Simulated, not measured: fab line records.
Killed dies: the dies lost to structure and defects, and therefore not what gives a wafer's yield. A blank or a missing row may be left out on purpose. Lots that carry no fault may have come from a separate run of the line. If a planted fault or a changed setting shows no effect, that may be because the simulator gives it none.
Matching of chambers | flow nand-harc | NHARC_A_CHANNEL_FILL_D1_CMP_10 on cmp-02 has 4 sister chambers
The step polishes, target thk 150 nm. 8 wafers are shown with their chamber, then 10 later ones without.

== EACH WAFER AND ITS CHAMBER ==
wafer  | chamber | motor-current-A (A) | time-to-endpoint-s (s)
L083.2 | 2       | 11.4                | 13.4
L087.2 | 1       | 11.8                | 16.7
L087.3 | 3       | 10.4                | 18.7
L087.5 | 2       | 11.1                | 17.5
L089.5 | 1       | 11.9                | 16.5
L089.6 | 0       | 13.4                | 10.0
L085.3 | 3       | 10.3                | 15.3
L085.4 | 0       | 12.6                | 14.0

== WAFERS WITH NO CHAMBER GIVEN ==
wafer  | motor-current-A (A) | time-to-endpoint-s (s)
L085.5 | 12.0                | 16.2
L090.2 | 12.4                | 15.1
L090.4 | 10.9                | 14.6
L090.6 | 11.8                | 16.4
L092.2 | 9.4                 | 13.9
L092.3 | 12.8                | 13.8
L092.6 | 10.1                | 16.7
L096.3 | 13.1                | 10.8
L096.4 | 10.2                | 13.7
L096.5 | 12.4                | 15.6

== THE CHAMBER EACH PASSED THROUGH ==
wafer  | from the rows above          | in truth
L085.5 | can't be placed: 1 or 2      | 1
L090.2 | can't be placed: 1 or 0 or 2 | 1
L090.4 | can't be placed: 2 or 3      | 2
L090.6 | can't be placed: 1 or 2      | 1
L092.2 | 3                            | 3
L092.3 | 0                            | 0
L092.6 | 3                            | 3
L096.3 | 0                            | 0
L096.4 | 3                            | 3
L096.5 | can't be placed: 1 or 0 or 2 | 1
Correct placement for 5 of the 10. Cannot be placed on the basis of these rows: 5; the candidates contain the true chamber in 5. Wrongly placed: 0.
How it was worked out, from the rows above alone: a wafer's distance from a chamber is the root of the sum, over the readings, of the square of ((its reading less the chamber's mean) divided by the reading's scatter). If the next closest chamber is less than 2 further off than the closest, the wafer can't be placed; otherwise it belongs to the closest. For every chamber, the mean is computed from those of its wafers that are shown. How the scatter is found: for the shown wafers, subtract from each reading the mean of its chamber, square and add these, divide the total by (wafers less chambers), then take the root.
